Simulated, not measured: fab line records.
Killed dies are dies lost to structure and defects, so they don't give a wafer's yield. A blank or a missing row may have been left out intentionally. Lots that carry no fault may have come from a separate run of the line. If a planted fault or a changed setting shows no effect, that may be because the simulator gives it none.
Matching of chambers / flow n5 finfet / 3 sister chambers for N5_BEOL_M0_CVD_115 on cvd co-02
The step deposits Co from CCTBA/H2, time 120 s. 3 wafers are shown with their chamber, then 6 later ones without.

WAFERS PAIRED WITH THEIR CHAMBERS
wafer=L171.5; chamber=0; run length s (s)=143.5
wafer=L178.4; chamber=2; run length s (s)=143.4
wafer=L178.6; chamber=1; run length s (s)=143.0

WAFERS WITH NO CHAMBER GIVEN
wafer=L182.1; run length s (s)=142.6
wafer=L182.2; run length s (s)=143.0
wafer=L182.3; run length s (s)=143.9
wafer=L184.2; run length s (s)=142.8
wafer=L186.5; run length s (s)=143.2
wafer=L188.2; run length s (s)=143.1

CHAMBER TAKEN BY EACH
wafer=L182.1; from the rows above=can't be placed: 1 or 2 or 0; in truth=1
wafer=L182.2; from the rows above=can't be placed: 1 or 2 or 0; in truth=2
wafer=L182.3; from the rows above=can't be placed: 0 or 2 or 1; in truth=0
wafer=L184.2; from the rows above=can't be placed: 1 or 2 or 0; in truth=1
wafer=L186.5; from the rows above=can't be placed: 1 or 2 or 0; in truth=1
wafer=L188.2; from the rows above=can't be placed: 1 or 2 or 0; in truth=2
0 of 6 placed correctly. Cannot be placed on the basis of these rows: 6; the candidates contain the true chamber in 6. Placed wrongly: 0.
How it was worked out, from the rows above alone: a wafer's distance from a chamber is the root of the sum, over the readings, of the square of ((its reading less the chamber's mean) divided by the reading's scatter). The wafer belongs to the nearest chamber; if the next one is less than 2 further off, it can't be placed. Each chamber's mean is taken over the wafers shown for it. The scatter: with one shown wafer a chamber, the root of the mean of the squares of how far each hidden wafer lies from its nearest shown one.
